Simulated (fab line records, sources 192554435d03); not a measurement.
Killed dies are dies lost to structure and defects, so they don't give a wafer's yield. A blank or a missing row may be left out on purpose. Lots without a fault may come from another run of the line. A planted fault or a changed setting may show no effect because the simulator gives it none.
fab line records | flow n5_finfet | part 2 of 2: steps 5 to 6 of 6
record lots=23 wafers=69 last_day=17
route steps=1938 shown BEOL_M12@1616 BEOL_M13@1660
lots that met no fault: from a run of the same line without faults
start_h: hours from the record's first day to the start of the lot's first wafer shown | wait_h: hours since the lot's step before | " the same as in the row above | L1.1+2: a row that stands for several wafers | - no value, or no start given | * or withheld: withheld | < > ~ a bound
route shown NAME@n: a module of which the file shows steps, and the number in the route of the first | usual: mean/standard deviation of fault-free wafers | same: alike in all rows | chamber/n: place in a boat | sites: the reading at each site | _std_site: their standard deviation | _edge_site: outer sites' mean less inner sites' | radius_mm: how far each site lies from the wafer's centre | mask NAME#n: copy n | behind: the tool/chamber that last shaped the wafer | hold: why the lot was held/for how many hours/how that ended | device: the transistor (n, p or np) that didn't switch | end of line: the same wafers' tests at the end of the route | a step without rows: its recipe alone | killed: dies lost to structure and defects at the first sort, not the wafer's yield | map: a wafer's dies, x killed, . not, _ none there
set.NAME: the setting as run; set.NAME@STEP: as run at that earlier step | model.NAME: the simulator's own value behind a step, which no gauge read
steps of the route over a sample of lots; a table a step, a row a wafer
services: from which hour (start_h, from the record's first day; less than 0 if before it) a tool's chamber was out of use, for how many hours, and why
## steps
# step N5_BEOL_M13_ETCH_59
# recipe chemistry=N2/H2 target=BARC target_depth_a=890 overetch_a=267 time_s=67.9 ion_energy_ev=200 pressure_mtorr=30 source_w=840 bias_w=150 n2_flow_sccm=200 h2_flow_sccm=200
# usual drypump_motor_current_A=5.7/0.31 oes_product_au=0.65/0.068 rf_fwd_power_W=834/3.1 rf_vpp_V=523.8/2.5 showerhead_plenum_p_Torr=2.54/0.09 throttle_valve_pct=18.00/0.2
# columns lot.wafer tool chamber start_h wait_h drypump_motor_current_A oes_product_au rf_fwd_power_W rf_hours_counter_h rf_vpp_V showerhead_plenum_p_Torr throttle_valve_pct
L074.1 rie_diel-05 0 231.90 0.0 5.8 0.64 836 164 522.3 2.43 18.02
L074.2 " 3 " " 6.1 0.75 833 31 527.9 2.70 18.01
L074.3 " 1 " " 5.8 0.62 829 179 523.4 2.52 17.59
L075.2 rie_diel-06 3 235.88 0.0 5.8 0.74 831 54 524.8 2.59 18.07
L075.3 " 0 " " 5.8 0.62 835 168 522.8 2.52 18.08
L075.6 " 1 " " 5.9 0.63 829 - 526.6 2.64 18.03
L077.1 rie_diel-03 3 247.44 0.0 5.2 0.62 838 201 522.9 2.52 18.12
L077.2 " 1 " " 6.2 0.59 830 214 520.4 2.42 18.14
L077.5 " 1 " " 6.2 0.59 833 - 521.0 2.42 18.13
L078.2 rie_diel-03 1 251.24 0.0 6.2 0.59 832 215 521.0 2.42 18.15
L078.4 " 3 " " 5.2 0.61 832 - 522.7 2.52 18.12
L078.6 " 1 " " 6.2 0.60 833 - 518.2 2.42 18.16
L079.1 rie_diel-03 2 264.65 0.0 5.5 0.75 838 21 528.5 2.71 17.69
L079.2 " 3 " " 5.2 0.61 834 208 522.6 2.52 18.12
L079.4 " 1 " " 6.2 0.59 833 220 520.6 2.41 18.14
L080.2 rie_diel-03 0 264.96 0.0 5.4 0.59 835 227 522.8 2.52 18.23
L080.3 " 1 " " 6.2 0.59 834 220 520.9 2.41 18.13
L080.6 " 3 " " 5.2 0.62 832 - 523.8 2.52 18.12
L082.2 rie_diel-06 3 278.81 0.0 5.8 0.73 834 66 524.1 2.58 18.08
L082.3 " 1 " " 5.9 0.62 835 201 526.6 2.64 18.07
L082.6 " 2 " " 5.5 0.58 834 - 523.6 2.52 17.98
L083.3 rie_diel-06 2 280.13 0.0 5.5 0.58 834 238 522.8 2.52 17.99
L083.4 " 1 " " 5.9 0.61 838 202 525.8 2.64 18.06
L083.5 " 1 " " 5.9 0.61 833 - 525.3 2.64 18.07
L081.1 rie_diel-05 1 284.11 0.0 5.7 0.61 833 196 522.6 2.51 17.60
L081.3 " 2 " " 5.6 0.70 831 75 524.6 2.57 17.75
L081.6 " 2 " " 5.6 0.71 832 - 524.4 2.57 17.74
L084.1 rie_diel-03 1 294.41 0.0 6.2 0.58 836 230 520.1 2.41 18.19
L084.2 " 0 " " 5.4 0.59 835 237 522.4 2.51 18.24
L084.4 " 3 " " 5.2 0.61 835 218 521.8 2.52 18.16
L086.2 rie_diel-03 3 296.15 0.0 5.3 0.61 831 218 523.1 2.52 18.13
L086.3 " 0 " " 5.4 0.58 838 237 523.6 2.51 18.24
L086.4 " 2 " " 5.5 0.74 835 32 527.8 2.71 17.71
L085.1 rie_diel-03 1 307.24 0.0 6.3 0.58 831 234 520.7 2.41 18.17
L085.4 " 0 " " 5.4 0.59 834 241 523.2 2.51 18.24
L085.5 " 0 " " 5.4 0.59 841 - 523.5 2.51 18.23
L087.4 rie_diel-05 1 307.62 0.0 5.7 0.60 831 203 523.7 2.51 17.65
L087.5 " 3 " " 6.1 0.71 836 - 527.0 2.69 18.06
L087.6 " 0 " " 5.8 0.62 833 - 519.2 2.42 18.04
L088.2 rie_diel-06 0 311.49 0.0 5.8 0.61 830 189 523.2 2.51 18.11
L088.4 " 3 " " 5.7 0.71 835 77 524.9 2.58 18.10
L088.6 " 3 " " 5.8 0.72 832 - 527.4 2.58 18.09
L089.2 rie_diel-06 2 314.47 0.0 5.5 0.58 830 249 522.4 2.51 17.99
L089.3 " 1 " " 5.9 0.61 832 213 526.1 2.63 18.08
L089.6 " 0 " " 5.8 0.60 829 - 523.1 2.51 18.11
L090.4 rie_diel-06 1 333.36 0.0 5.9 0.61 833 220 527.4 2.63 18.11
L090.5 " 1 " " 5.9 0.60 834 - 526.6 2.63 18.11
L090.6 " 2 " " 5.6 0.86 826 - 523.5 2.51 17.52
L091.1 rie_diel-05 1 337.34 0.0 5.7 0.59 829 213 525.0 2.50 17.64
L091.4 " 2 " " 5.6 0.70 838 90 524.4 2.56 17.76
L091.5 " 3 " " 6.1 0.71 834 - 528.0 2.69 18.07
L092.1 rie_diel-05 1 343.56 0.0 5.8 0.60 833 215 524.6 2.50 17.67
L092.2 " 2 " " 5.6 0.69 838 92 524.9 2.56 17.77
L092.4 " 0 " " 5.8 0.62 838 199 520.1 2.41 18.08
L093.1 rie_diel-05 2 349.80 0.0 5.6 0.69 839 94 525.5 2.56 17.76
L093.3 " 3 " " 6.1 0.70 836 65 527.6 2.69 18.08
L093.4 " 0 " " 5.9 0.60 831 202 520.9 2.41 18.08
L094.4 rie_diel-03 3 355.41 0.0 5.3 0.60 829 - 522.5 2.51 18.17
L094.5 " 1 " " 6.3 0.58 834 - 520.7 2.40 18.19
L094.6 " 2 " " 5.6 0.72 835 - 526.5 2.70 17.73
L095.2 rie_diel-06 3 356.06 0.0 5.8 0.70 835 92 525.3 2.57 18.14
L095.3 " 1 " " 5.9 0.61 833 226 526.8 2.63 18.10
L095.5 " 2 " " 5.5 0.84 834 - 521.0 2.51 17.52
L097.3 rie_diel-05 3 369.72 0.0 6.1 0.70 835 70 527.3 2.68 18.09
L097.4 " 2 " " 5.6 0.68 838 99 524.3 2.56 17.78
L097.6 " 2 " " 5.6 0.68 833 - 524.1 2.56 17.79
L096.1 rie_diel-03 3 378.13 0.0 5.3 0.59 834 246 522.2 2.50 18.19
L096.2 " 2 " " 5.5 0.71 837 58 529.5 2.69 17.76
L096.3 " 0 " " 5.4 0.81 839 8 522.3 2.50 17.76
# step N5_BEOL_M13_DESCUM_33
# recipe chemistry=O2 time_s=7.9 source_power_w=50 bias_power_w=20 pressure_mtorr=20 rf_frequency_hz=2.712e+07 temp_c=40 o2_flow_sccm=225
# usual drypump_motor_current_A=5.74/0.26 o2_flow_sccm=224.9/0.65 oes_product_au=0.76/0.079 rf_fwd_power_W=49.40/0.24 rf_vpp_V=243.1/1.3 showerhead_plenum_p_Torr=2.09/0.073 throttle_valve_pct=20.50/0.25
# columns lot.wafer tool chamber start_h wait_h drypump_motor_current_A o2_flow_sccm oes_product_au rf_fwd_power_W rf_hours_counter_h rf_vpp_V showerhead_plenum_p_Torr throttle_valve_pct
L074.1 rie_diel-03 3 233.32 0.0 5.26 225.1 0.73 49.32 195 244.4 2.07 20.47
L074.2 " 0 " " 5.36 225.2 0.69 49.62 215 243.0 2.05 20.49
L074.3 " 1 " " 6.23 225.7 0.70 49.58 208 240.8 2.00 20.67
L075.2 rie_diel-06 2 236.89 0.0 5.51 224.3 0.69 49.21 225 243.0 2.08 20.48
L075.3 " 1 " " 5.92 225.5 0.72 49.29 188 244.6 2.19 20.65
L075.6 " 1 " " 5.93 224.0 0.71 49.57 - 245.9 2.19 20.63
L077.1 rie_diel-05 3 248.81 0.0 6.12 224.7 0.87 49.15 36 244.5 2.22 20.52
L077.2 " 2 " " 5.59 225.7 0.83 49.60 67 242.8 2.11 20.23
L077.5 " 3 " " 6.12 224.8 0.87 49.34 - 244.8 2.22 20.52
L078.2 rie_diel-05 1 252.78 0.6 5.74 226.6 0.71 49.16 187 241.4 2.06 20.03
L078.4 " 2 " " 5.57 225.1 0.83 49.64 69 242.2 2.11 20.22
L078.6 " 3 " " 6.13 225.6 0.86 49.66 - 245.3 2.21 20.52
L079.1 rie_diel-05 2 265.88 0.3 5.58 225.1 0.84 49.62 72 244.3 2.11 20.23
L079.2 " 3 " " 6.09 224.5 0.87 49.87 41 244.6 2.21 20.54
L079.4 " 1 " " 5.72 224.1 0.72 48.97 190 243.9 2.06 20.04
L080.2 rie_diel-03 1 266.16 0.3 6.21 224.1 0.69 49.20 221 241.7 1.99 20.69
L080.3 " 0 " " 5.36 225.0 0.69 49.70 228 242.5 2.05 20.53
L080.6 " 3 " " 5.24 224.4 0.72 49.32 - 242.5 2.06 20.49
L082.2 rie_diel-05 0 279.84 0.0 5.85 226.1 0.74 49.38 178 241.6 2.00 20.73
L082.3 " 3 " " 6.16 224.1 0.86 49.61 45 244.6 2.21 20.53
L082.6 " 0 " " 5.83 225.7 0.73 49.50 - 241.0 2.00 20.75
L083.3 rie_diel-03 0 281.05 0.0 5.38 225.2 0.68 49.75 232 243.8 2.05 20.53
L083.4 " 3 " " 5.22 224.8 0.72 49.10 214 241.5 2.06 20.49
L083.5 " 1 " " 6.23 225.3 0.68 49.45 - 242.7 1.99 20.69
L081.1 rie_diel-06 1 285.15 0.0 5.91 224.1 0.71 49.37 204 243.8 2.18 20.68
L081.3 " 0 " " 5.84 226.1 0.71 49.43 181 243.0 2.08 20.74
L081.6 " 0 " " 5.83 225.9 0.72 49.35 - 242.6 2.08 20.75
L084.1 rie_diel-05 1 295.45 0.0 5.75 224.7 0.70 49.10 199 241.9 2.06 20.05
L084.2 " 3 " " 6.15 224.6 0.87 49.19 50 244.6 2.21 20.54
L084.4 " 0 " " 5.85 224.8 0.73 49.42 183 241.6 2.00 20.75
L086.2 rie_diel-06 3 297.22 0.0 5.77 224.4 0.86 49.40 72 243.2 2.13 20.75
L086.3 " 0 " " 5.82 225.9 0.70 49.07 185 243.4 2.08 20.76
L086.4 " 1 " " 5.90 224.9 0.70 49.33 207 244.3 2.18 20.66
L085.1 rie_diel-06 1 308.15 0.0 5.92 225.0 0.70 49.40 211 243.9 2.18 20.68
L085.4 " 0 " " 5.83 224.7 0.71 49.14 188 245.0 2.08 20.75
L085.5 " 1 " " 5.90 225.2 0.70 49.51 - 243.6 2.18 20.68
L087.4 rie_diel-06 3 308.69 0.1 5.76 225.1 0.84 49.24 77 243.0 2.13 20.74
L087.5 " 3 " " 5.81 224.7 0.84 49.17 - 243.1 2.13 20.76
L087.6 " 2 " " 5.52 225.7 0.68 49.18 - 243.6 2.07 20.52
L088.2 rie_diel-03 2 312.57 0.1 5.54 224.2 0.85 49.51 36 245.0 2.24 20.41
L088.4 " 1 " " 6.24 224.9 0.67 49.41 235 241.1 1.99 20.72
L088.6 " 1 " " 6.24 224.8 0.67 49.49 - 241.3 1.99 20.72
L089.2 rie_diel-05 0 315.53 0.0 5.82 225.0 0.72 49.52 190 242.4 2.00 20.76
L089.3 " 2 " " 5.57 225.5 0.82 49.30 84 243.2 2.10 20.26
L089.6 " 2 " " 5.56 225.1 0.82 49.71 - 244.3 2.10 20.24
L090.4 rie_diel-05 3 334.43 0.0 6.11 225.0 0.84 49.69 60 244.5 2.21 20.57
L090.5 " 1 " " 5.73 223.9 0.69 49.05 - 242.8 2.06 20.06
L090.6 " 0 " " 5.83 225.8 0.72 49.46 - 242.5 2.00 20.79
L091.1 rie_diel-05 0 338.46 0.1 5.83 225.0 0.72 49.34 198 241.3 2.00 20.79
L091.4 " 3 " " 6.12 225.4 0.84 49.54 61 245.2 2.21 20.58
L091.5 " 1 " " 5.76 224.1 0.69 48.90 - 242.7 2.06 20.07
L092.1 rie_diel-06 2 344.50 0.0 5.53 225.6 0.98 49.39 4 242.5 2.07 20.03
L092.2 " 1 " " 5.90 225.7 0.69 49.31 224 244.6 2.17 20.71
L092.4 " 0 " " 5.83 225.4 0.69 48.85 201 243.2 2.07 20.76
L093.1 rie_diel-03 2 350.71 0.0 5.53 224.5 0.84 49.70 47 245.3 2.23 20.44
L093.3 " 3 " " 5.24 225.2 0.71 49.24 234 244.4 2.05 20.52
L093.4 " 1 " " 6.24 225.8 0.67 49.23 - 240.7 1.98 20.72
L094.4 rie_diel-05 2 356.46 0.0 5.59 225.3 0.80 49.51 96 242.8 2.10 20.27
L094.5 " 1 " " 5.74 225.1 0.69 49.13 - 241.1 2.05 20.10
L094.6 " 0 " " 5.83 223.8 0.71 49.55 - 240.6 1.99 20.76
L095.2 rie_diel-06 2 357.27 0.2 5.52 224.0 0.99 49.29 7 242.2 2.07 20.05
L095.3 " 1 " " 5.91 224.3 0.69 49.23 226 244.2 2.17 20.72
L095.5 " 3 " " 5.76 224.6 0.84 49.45 - 243.3 2.12 20.75
L097.3 rie_diel-03 3 370.63 0.0 5.24 225.1 0.70 49.61 243 241.8 2.05 20.53
L097.4 " 2 " " 5.51 225.0 0.83 49.60 - 244.8 2.23 20.44
L097.6 " 3 " " 5.22 226.7 0.71 49.53 - 243.1 2.05 20.54
L096.1 rie_diel-05 2 379.11 0.1 5.60 223.4 0.80 49.67 102 244.6 2.10 20.29
L096.2 " 1 " " 5.72 224.3 0.68 49.15 225 242.6 2.05 20.10
L096.3 " 3 " " 6.15 224.1 0.82 49.55 72 245.8 2.20 20.58
## services
# columns tool chamber start_h hours kind
cmp-04 - 209.70 5.9 pm
rie_diel-03 2 214.25 38.8 repair
rie_diel-02 2 231.84 21.6 repair
cmp-01 - 238.83 2.8 repair
cmp-03 - 250.71 4.4 repair
rie_diel-04 2 265.77 9.3 repair
rie_diel-06 0 270.40 9.1 repair
rie_diel-05 2 270.47 12.0 repair
cmp-04 - 275.28 4.1 repair
cmp-03 - 282.92 4.9 pm
cmp-04 - 304.80 4.0 pm
cmp-01 - 309.04 0.5 repair
rie_diel-05 3 312.55 6.6 repair
rie_diel-05 2 317.23 1.2 repair
rie_diel-03 2 331.22 2.2 repair
cmp-01 - 338.13 4.4 repair
rie_diel-03 0 341.81 - clean
rie_diel-03 0 341.81 - consumable_replace:focus_ring
rie_diel-03 0 341.81 16.5 scheduled_down
rie_diel-03 0 341.81 16.5 vent_cycle
cmp-03 - 348.60 4.6 pm
rie_diel-03 1 358.73 - clean
rie_diel-03 1 358.73 - consumable_replace:focus_ring
cmp-04 - 370.71 0.5 repair
